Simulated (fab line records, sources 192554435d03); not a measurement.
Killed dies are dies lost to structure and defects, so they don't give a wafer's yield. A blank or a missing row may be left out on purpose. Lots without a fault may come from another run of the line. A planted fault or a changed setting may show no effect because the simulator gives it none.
Chamber matching | flow n5_finfet | N5_BEOL_M10_CURE_71 on uv_cure-01: 3 sister chambers
The step cures SiCOH lowk, time 240 s. 18 wafers are shown with their chamber, then 9 later ones without.

WAFERS WITH THEIR CHAMBER
wafer  | chamber | wafer_temp_C_max | lamp_power_pct (%)
L074.2 | 1       | 386.0            | 52.42
L074.3 | 1       | 386.4            | 52.29
L074.4 | 1       | 386.1            | 52.30
L075.1 | 1       | 386.5            | 52.29
L075.2 | 1       | 386.5            | 52.28
L075.5 | 1       | 386.6            | 52.25
L076.2 | 1       | 386.4            | 52.40
L076.4 | 1       | 386.2            | 52.27
L076.5 | 1       | 386.2            | 52.38
L084.1 | 0       | 388.8            | 52.29
L084.3 | 0       | 387.0            | 52.38
L084.6 | 0       | 387.5            | 52.35
L085.2 | 2       | 386.0            | 52.26
L085.5 | 2       | 386.0            | 52.36
L085.6 | 2       | 386.0            | 52.31
L095.1 | 1       | 386.9            | 52.40
L095.2 | 1       | 386.7            | 52.30
L095.3 | 1       | 386.6            | 52.39

SIGNATURES (means of the wafers above)
reading          | chamber 0 | chamber 1 | chamber 2 | scatter within a chamber
wafer_temp_C_max | 387.767   | 386.425   | 386.000   | 0.407
lamp_power_pct   | 52.3400   | 52.3308   | 52.3100   | 0.0581
Rule: a wafer's distance from a chamber is the root of the sum, over the readings, of the square of ((its reading less the chamber's mean) divided by the reading's scatter). The wafer belongs to the nearest chamber; if the next one is less than 2 further off, it can't be placed. The scatter: the root of (the sum of the squares of (reading less its chamber's mean) over the shown wafers, divided by (wafers less chambers)).

WAFERS WITHOUT THEIR CHAMBER
wafer  | wafer_temp_C_max | lamp_power_pct (%)
L093.1 | 385.4            | 52.34
L093.4 | 386.3            | 52.27
L093.6 | 385.7            | 52.38
L094.1 | 386.9            | 52.33
L094.2 | 387.7            | 52.26
L094.3 | 387.0            | 52.41
L097.1 | 386.7            | 52.22
L097.3 | 386.7            | 52.33
L097.6 | 386.5            | 52.41

WHICH CHAMBER EACH WENT THROUGH
wafer  | from the rows above          | in truth
L093.1 | can't be placed: 2 or 1      | 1
L093.4 | can't be placed: 2 or 1      | 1
L093.6 | can't be placed: 2 or 1      | 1
L094.1 | can't be placed: 1 or 0 or 2 | 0
L094.2 | can't be placed: 0 or 1      | 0
L094.3 | can't be placed: 1 or 0 or 2 | 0
L097.1 | can't be placed: 1 or 2 or 0 | 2
L097.3 | can't be placed: 1 or 2 or 0 | 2
L097.6 | can't be placed: 1 or 2 or 0 | 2
Placed correctly: 0 of 9. Can't be placed from these rows: 9 (the true chamber is among the candidates in 9). Placed wrongly: 0.
